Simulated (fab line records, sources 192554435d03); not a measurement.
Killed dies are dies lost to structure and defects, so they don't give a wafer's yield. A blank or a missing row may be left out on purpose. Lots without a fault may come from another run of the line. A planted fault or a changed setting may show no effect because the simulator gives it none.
fab line records | flow n5_finfet
record lots=9 wafers=27 last_day=17
route steps=1938 shown BEOL_M4@1069 PASSIVATION@1936
lots that met no fault: from a run of the same line without faults
start_h: hours from the record's first day to the start of the lot's first wafer shown | wait_h: hours since the lot's step before | " the same as in the row above | L1.1+2: a row that stands for several wafers | - no value, or no start given | * or withheld: withheld | < > ~ a bound
route shown NAME@n: a module of which the file shows steps, and the number in the route of the first | usual: mean/standard deviation of fault-free wafers | same: alike in all rows | chamber/n: place in a boat | sites: the reading at each site | _std_site: their standard deviation | _edge_site: outer sites' mean less inner sites' | radius_mm: how far each site lies from the wafer's centre | mask NAME#n: copy n | behind: the tool/chamber that last shaped the wafer | hold: why the lot was held/for how many hours/how that ended | device: the transistor (n, p or np) that didn't switch | end of line: the same wafers' tests at the end of the route | a step without rows: its recipe alone | killed: dies lost to structure and defects at the first sort, not the wafer's yield | map: a wafer's dies, x killed, . not, _ none there
set.NAME: the setting as run; set.NAME@STEP: as run at that earlier step | model.NAME: the simulator's own value behind a step, which no gauge read
steps of the route over a sample of lots; a table a step, a row a wafer
services: from which hour (start_h, from the record's first day; less than 0 if before it) a tool's chamber was out of use, for how many hours, and why
## steps
# step N5_BEOL_M4_STRIP_36
# recipe chemistry=N2/H2 power_w=450 temp_c=40 pressure_mtorr=20 rf_frequency_hz=6e+07 overash_fraction=0.3 bias_power_w=7 h2_frac=0.5 n2_flow_sccm=200 h2_flow_sccm=200
# usual chamber_pressure_mTorr=20.00/0.033 drypump_motor_current_A=5.7/0.36 oes_product_au=0.80/0.076 rf_vpp_V=59.4/1.4 showerhead_plenum_p_Torr=2.56/0.089 throttle_valve_pct=23.7/0.41
# columns lot.wafer tool chamber start_h wait_h chamber_pressure_mTorr drypump_motor_current_A oes_product_au rf_hours_counter_h rf_vpp_V showerhead_plenum_p_Torr throttle_valve_pct
L254.1 rie_diel-03 2 203.88 0.0 20.05 5.7 0.80 114 61.1 2.66 23.5
L254.4 " 0 " " 20.07 6.0 0.70 231 61.4 2.61 24.0
L254.5 " 0 " " 20.07 6.0 0.71 - 59.3 2.61 24.1
L253.1 rie_diel-01 1 210.89 0.0 19.97 5.5 0.82 118 59.1 2.55 23.3
L253.5 " 1 " " 19.98 5.5 0.80 - 58.3 2.55 23.2
L253.6 " 0 " " 20.02 5.4 0.89 - 59.3 2.49 24.3
L255.2 rie_diel-03 3 227.28 0.0 19.98 5.1 0.68 236 55.3 2.40 23.8
L255.4 " 1 " " 20.00 5.8 0.86 50 60.4 2.68 23.2
L255.6 " 1 " " 20.00 5.8 0.86 - 59.2 2.68 23.2
L262.1 rie_diel-01 2 264.27 0.0 19.97 5.9 0.71 216 61.0 2.63 24.2
L262.3 " 1 " " 20.02 5.5 0.78 136 59.1 2.54 23.2
L262.4 " 3 " " 20.03 6.1 0.87 34 60.1 2.48 23.1
L266.1 rie_diel-06 0 269.67 0.0 19.99 5.8 0.73 167 59.8 2.54 23.7
L266.4 " 3 " " 19.96 5.4 0.82 - 58.9 2.55 23.5
L266.5 " 0 " " 20.05 5.7 0.73 - 60.0 2.54 23.7
L264.1 rie_diel-03 2 272.42 0.0 20.04 5.6 0.78 139 58.0 2.65 23.6
L264.2 " 1 " " 20.06 5.8 0.84 67 61.3 2.67 23.2
L264.3 " 3 " " 20.04 5.1 0.69 250 59.2 2.39 23.8
L272.1 rie_diel-03 3 303.08 0.0 20.06 5.1 0.98 1 61.0 2.71 23.5
L272.3 " 0 " " 20.01 6.0 0.95 8 59.6 2.60 23.9
L272.5 " 2 " " 20.01 5.7 0.76 - 60.3 2.64 23.6
L270.1 rie_diel-01 1 304.36 0.0 20.10 5.5 0.78 150 59.2 2.54 23.3
L270.5 " 3 " " 20.00 6.1 0.86 - 58.7 2.47 23.1
L270.6 " 2 " " 20.00 5.9 0.70 - 58.1 2.62 24.2
L271.3 rie_diel-01 2 310.55 0.0 20.00 5.9 0.70 232 58.4 2.62 24.2
L271.5 " 3 " " 20.01 6.1 0.83 - 59.0 2.47 23.1
L271.6 " 2 " " 20.06 5.9 0.70 - 62.9 2.62 24.2
# step N5_BEOL_M4_DEGAS_44
# recipe ambient=vacuum temp_c=250 time_s=60
# usual heater_power_w=313/26
# columns lot.wafer tool chamber start_h wait_h heater_power_w
L254.1 pvd_sputter-01 - 205.21 1.0 295
L254.4 " - " " 257
L254.5 " - " " 288
L253.1 pvd_sputter-02 - 211.62 0.4 355
L253.5 " - " " 310
L253.6 " - " " 313
L255.2 pvd_sputter-03 - 227.73 0.1 334
L255.4 " - " " 295
L255.6 " - " " 295
L262.1 pvd_sputter-02 - 265.23 0.6 319
L262.3 " - " " 337
L262.4 " - " " 302
L266.1 pvd_sputter-03 - 270.27 0.3 338
L266.4 " - " " 322
L266.5 " - " " 289
L264.1 pvd_sputter-03 - 272.85 0.1 291
L264.2 " - " " 345
L264.3 " - " " 331
L272.1 pvd_sputter-02 - 303.57 0.1 333
L272.3 " - " " 299
L272.5 " - " " 337
L270.1 pvd_sputter-01 - 305.32 0.6 252
L270.5 " - " " 305
L270.6 " - " " 290
L271.3 pvd_sputter-03 - 311.14 0.2 293
L271.5 " - " " 353
L271.6 " - " " 308
# step N5_BEOL_M4_SPUTTER_48
# recipe material=Cu target_thk_a=45 temp_c=-20 chamber_pressure_pa=0.07 power_w=withheld time_s=8.29
# usual chamber_pressure_pa=0.07/0.00014 chuck_gas_flow_sccm=1.26/0.057 throttle_valve_pct=29.5/0.77
# columns lot.wafer tool chamber start_h wait_h chamber_pressure_pa chuck_gas_flow_sccm throttle_valve_pct
L254.1 pvd_sputter-01 - 206.11 0.4 0.07005 1.35 29.8
L254.4 " - " " 0.06995 1.38 29.8
L254.5 " - " " 0.06984 1.10 29.7
L253.1 pvd_sputter-01 - 212.60 0.4 - - -
L253.5 " - " " - - -
L253.6 " - " " - - -
L255.2 pvd_sputter-03 - 228.49 0.1 - - -
L255.4 " - " " - - -
L255.6 " - " " - - -
L262.1 pvd_sputter-03 - 265.93 0.1 0.06998 1.28 29.8
L262.3 " - " " 0.07014 1.24 30.2
L262.4 " - " " 0.06999 1.24 28.5
L266.1 pvd_sputter-03 - 271.01 0.2 0.06983 1.21 28.6
L266.4 " - " " 0.06995 1.26 29.2
L266.5 " - " " 0.06997 1.22 29.9
L264.1 pvd_sputter-01 - 273.57 0.2 0.06994 1.20 29.8
L264.2 " - " " 0.07 1.35 29.7
L264.3 " - " " 0.07008 1.25 28.3
L272.1 pvd_sputter-03 - 304.28 0.1 0.06989 1.15 29.4
L272.3 " - " " 0.06989 1.35 28.6
L272.5 " - " " 0.07003 1.26 28.4
L270.1 pvd_sputter-03 - 306.12 0.3 0.06986 1.32 28.7
L270.5 " - " " 0.06991 1.28 29.3
L270.6 " - " " 0.07005 1.30 30.2
L271.3 pvd_sputter-03 - 312.14 0.3 0.0697 1.31 28.6
L271.5 " - " " 0.07002 1.29 28.7
L271.6 " - " " 0.07006 1.35 29.2
# step N5_BEOL_M4_SPUTTER_88
# recipe material=Cu target_thk_a=45 temp_c=-20 chamber_pressure_pa=0.07 power_w=withheld time_s=8.29
# usual chamber_pressure_pa=0.07002/0.00014 chuck_gas_flow_sccm=1.26/0.047 throttle_valve_pct=29.5/0.77
# columns lot.wafer tool chamber start_h wait_h chamber_pressure_pa chuck_gas_flow_sccm throttle_valve_pct
L254.1 pvd_sputter-01 - 206.99 0.1 0.06992 1.23 29.7
L254.4 " - " " 0.06984 1.27 29.7
L254.5 " - " " 0.0701 1.28 30.0
L253.1 pvd_sputter-01 - 213.48 0.1 0.07025 1.13 28.5
L253.5 " - " " 0.07 1.22 29.7
L253.6 " - " " 0.07008 1.28 28.6
L255.2 pvd_sputter-03 - 229.37 0.1 0.06989 1.25 29.1
L255.4 " - " " 0.07007 1.27 30.1
L255.6 " - " " 0.07001 1.34 28.6
L262.1 pvd_sputter-03 - 266.81 0.1 0.07013 1.28 29.8
L262.3 " - " " 0.06985 1.22 30.3
L262.4 " - " " 0.0701 1.30 28.5
L266.1 pvd_sputter-03 - 271.89 0.1 0.07014 1.25 28.8
L266.4 " - " " 0.07022 1.24 29.3
L266.5 " - " " 0.07001 1.24 30.0
L264.1 pvd_sputter-01 - 274.45 0.1 0.06985 1.32 29.9
L264.2 " - " " 0.06987 1.34 30.2
L264.3 " - " " 0.06976 1.26 28.3
L272.1 pvd_sputter-03 - 305.16 0.1 0.06984 1.28 29.6
L272.3 " - " " 0.07011 1.30 28.5
L272.5 " - " " 0.07026 1.29 28.9
L270.1 pvd_sputter-03 - 307.00 0.1 0.06991 1.21 28.5
L270.5 " - " " 0.06983 1.26 29.3
L270.6 " - " " 0.07003 1.26 30.3
L271.3 pvd_sputter-03 - 313.02 0.1 0.06998 1.27 28.6
L271.5 " - " " 0.07003 1.14 28.7
L271.6 " - " " 0.0697 1.19 29.4
# step N5_BEOL_M4_RC_MEAS_101
# usual DIBL_N=36.3/1.2 DIBL_P=36.3/1.4 IOFF_N=0.157/0.02 IOFF_P=0.22/0.033 ION_N=675/9.6 ION_P=465/8.2 SS_N=71.4/0.45 SS_P=73.3/0.54 VT_N=249.8/2.5 VT_P=-249/3.2
# columns lot.wafer tool chamber start_h wait_h DIBL_N[mV/V] DIBL_P[mV/V] IOFF_N[nA/um] IOFF_P[nA/um] ION_N[uA/um] ION_P[uA/um] SS_N[mV/dec] SS_P[mV/dec] VT_N[mV] VT_P[mV]
L254.1 prober-01 0 209.08 0.0 36.7 36.7 0.185 0.25 695 475 72.2 73.9 247.5 -249
L254.4 " 0 " " 36.6 36.2 0.163 0.23 679 466 71.9 72.6 250.2 -249
L254.5 " 0 " " 36.4 36.4 0.179 0.25 695 477 71.0 72.6 246.5 -246
L253.1 prober-01 0 215.64 0.0 36.5 35.2 0.145 0.20 677 465 71.7 73.1 253.5 -251
L253.5 " 0 " " 37.5 37.4 0.176 0.24 690 477 71.7 73.4 246.0 -247
L253.6 " 0 " " 36.6 34.6 0.138 0.19 674 460 71.2 73.4 252.7 -251
L255.2 prober-02 0 231.51 0.2 37.3 37.8 0.178 0.22 683 471 72.2 72.9 244.7 -250
L255.4 " 0 " " 37.8 38.3 0.186 0.24 679 472 72.5 73.4 248.3 -250
L255.6 " 0 " " 36.0 35.7 0.139 0.19 670 463 71.3 72.7 251.5 -252
L262.1 prober-01 0 269.43 0.0 37.2 37.3 0.182 0.25 680 475 71.3 73.5 248.5 -246
L262.3 " 0 " " 35.8 36.4 0.173 0.24 680 472 71.3 73.9 249.2 -245
L262.4 " 0 " " 36.2 36.6 0.173 0.23 677 465 71.1 72.8 247.7 -246
L266.1 prober-02 0 274.00 0.0 36.0 35.9 0.160 0.20 683 463 71.2 73.4 249.9 -250
L266.4 " 0 " " 36.0 36.1 0.152 0.20 672 461 71.7 72.8 249.2 -252
L266.5 " 0 " " 36.0 36.1 0.159 0.20 685 463 71.2 72.5 248.5 -251
L264.1 prober-02 0 276.89 0.0 37.1 37.0 0.156 0.22 666 459 71.4 74.0 250.1 -249
L264.2 " 0 " " 36.4 36.4 0.154 0.21 671 457 72.1 73.0 252.0 -251
L264.3 " 0 " " 34.7 34.0 0.120 0.18 660 453 70.6 73.4 254.0 -253
L272.1 prober-01 0 307.20 0.0 35.7 36.1 0.147 0.25 673 469 71.2 73.3 249.2 -246
L272.3 " 0 " " 37.4 37.9 0.182 0.28 675 473 71.5 74.0 246.1 -245
L272.5 " 0 " " 36.5 36.6 0.170 0.26 667 464 71.8 73.9 247.4 -246
L270.1 prober-02 0 308.98 0.0 38.3 38.4 0.206 0.26 675 463 72.1 74.6 247.8 -247
L270.5 " 0 " " 37.7 38.6 0.195 0.26 675 467 72.2 73.5 247.5 -249
L270.6 " 0 " " 38.1 38.6 0.199 0.26 692 474 71.5 73.9 244.4 -245
L271.3 prober-02 0 315.34 0.3 37.2 37.3 0.186 0.26 691 481 71.4 74.0 247.1 -246
L271.5 " 0 " " 37.1 36.7 0.174 0.25 683 473 71.6 74.1 249.6 -247
L271.6 " 0 " " 35.9 34.6 0.154 0.22 689 474 70.7 73.9 253.2 -250
# step N5_PASSIVATION_PROBE_49
# usual defect_limited_yield=91.1/1.4 killed_at_M0_to_M3=33/10 killed_at_M4_up=15/5.8 killed_at_contacts=13/5.9 killed_at_front_end=39/11 killed_at_other=4/3.6 killed_dies=105/16 killed_open=68/11 killed_short=34/7.8 sort_bin_5_function=5.2/0.88 sort_bin_6_memory=3.3/0.61 sort_n_pass=1075/16 sort_yield_pct=91.1/1.4
# same gross_dies=1180 killed_at_back_side=0 sort_bin_4_leakage[%]=0 sort_bin_8_speed[%]=0
# columns lot.wafer tool chamber start_h wait_h defect_limited_yield[%] killed_at_M0_to_M3 killed_at_M4_up killed_at_contacts killed_at_front_end killed_at_other killed_dies killed_open killed_short sort_bin_5_function[%] sort_bin_6_memory[%] sort_n_pass sort_yield_pct[%]
L253.1 prober-01 - 311.08 0.0 88.8 57 30 5 34 6 132 77 35 6.9 3.6 1048 88.8
L253.5 prober-01 - 311.28 0.2 89.9 37 33 7 39 3 119 67 32 5.7 4.2 1061 89.9
L253.6 prober-01 - 311.33 0.3 90.3 29 23 21 42 0 115 81 23 5.4 4.0 1065 90.3
L255.2 prober-01 - 340.70 0.1 90.4 11 28 19 51 4 113 63 28 5.0 4.2 1067 90.4
L255.4 prober-01 - 340.80 0.2 90.2 30 16 15 49 6 116 70 38 5.9 3.5 1064 90.2
L255.6 prober-01 - 340.90 0.3 88.8 35 29 17 45 6 132 86 33 6.8 4.1 1048 88.8
# killed by level:class
L253.1 BEOL_M2:geometric_particle:open=15 BEOL_M0_SAQP:geometric_particle:open=14 BEOL_M4:interface_void_opened=12 STI_FIN_REVEAL:geometric_particle:open=9 BEOL_M0_SAQP:geometric_particle:short=9 FIN_SAQP:geometric_particle:open=5 BEOL_M1:geometric_particle:open=5 BEOL_M5:geometric_particle:open=5
L253.5 BEOL_M4:interface_void_opened=16 STI_FIN_REVEAL:geometric_particle:open=14 BEOL_M0_SAQP:geometric_particle:open=9 BEOL_M1:geometric_particle:open=8 STI_FIN_REVEAL:geometric_particle:short=7 MOL_CONTACT_COAG:geometric_particle:open=6 BEOL_M0_SAQP:geometric_particle:short=6 BEOL_M4:geometric_particle:open=6
L253.6 STI_FIN_REVEAL:geometric_particle:open=22 MOL_CONTACT_COAG:geometric_particle:open=17 BEOL_M4:interface_void_opened=10 FIN_SAQP:geometric_particle:open=7 BEOL_M1:geometric_particle:open=6 BEOL_M0_SAQP:geometric_particle:open=5 BEOL_M3:geometric_particle:open=5 FIN_SAQP:geometric_particle:short=4
L255.2 BEOL_M4:interface_void_opened=20 FIN_SAQP:geometric_particle:open=17 MOL_CONTACT_COAG:geometric_particle:open=16 FIN_SAQP:geometric_particle:short=13 BEOL_M0_SAQP:geometric_particle:open=5 STARTING-WAFER:geometric_particle:open=5 GATE_CUT:geometric_particle:short=3 MOL_CONTACT_COAG:geometric_particle:short=3
L255.4 FIN_SAQP:geometric_particle:open=13 FIN_SAQP:geometric_particle:short=9 MOL_CONTACT_COAG:geometric_particle:open=9 BEOL_M2:geometric_particle:open=7 BEOL_M3:geometric_particle:open=7 BEOL_M4:interface_void_opened=6 STI_FIN_REVEAL:geometric_particle:open=5 DUMMY_GATE:geometric_particle:open=5
L255.6 MOL_CONTACT_COAG:geometric_particle:open=12 BEOL_M4:interface_void_opened=10 GATE_CUT:geometric_particle:short=10 BEOL_M5:geometric_particle:open=8 FIN_SAQP:geometric_particle:open=7 BEOL_M3:geometric_particle:open=7 STI_FIN_REVEAL:geometric_particle:open=6 BEOL_M0_SAQP:geometric_particle:open=6
## services
# columns tool chamber start_h hours kind
pvd_sputter-02 - 185.64 12.6 repair
rie_diel-03 1 191.39 1.3 repair
rie_diel-01 1 247.05 2.6 repair
rie_diel-03 3 247.54 9.3 repair
rie_diel-03 0 259.40 - clean
rie_diel-03 0 259.40 - consumable_replace:focus_ring
rie_diel-03 0 259.40 20.5 scheduled_down
rie_diel-03 0 259.40 20.5 vent_cycle
rie_diel-03 - 267.25 1.6 repair
rie_diel-03 3 279.88 - clean
rie_diel-03 3 279.88 - consumable_replace:focus_ring
rie_diel-03 3 279.88 - consumable_replace:showerhead
rie_diel-03 3 279.88 20.9 scheduled_down
rie_diel-03 3 279.88 20.9 vent_cycle
## key
first_sign step=N5_BEOL_M4_SPUTTER_48 reading=tool_record direction=missing
effect step=N5_PASSIVATION_PROBE_49 reading=killed_at_M4_up direction=up sigmas=2.1 usual=15 struck=26 wafers_moved=3
met_at N5_BEOL_M4_SPUTTER_48
struck_lots L253,L255
not_acting_at N5_BEOL_M4_STRIP_36,N5_BEOL_M4_DEGAS_44,N5_BEOL_M4_SPUTTER_88
onset_between 206.11 212.60
fault kind=skipped_step_whole tool=pvd_sputter-01,pvd_sputter-03 chamber=- onset_h=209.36 steps=N5_BEOL_M4_SPUTTER_48 scope=struck_lots_only
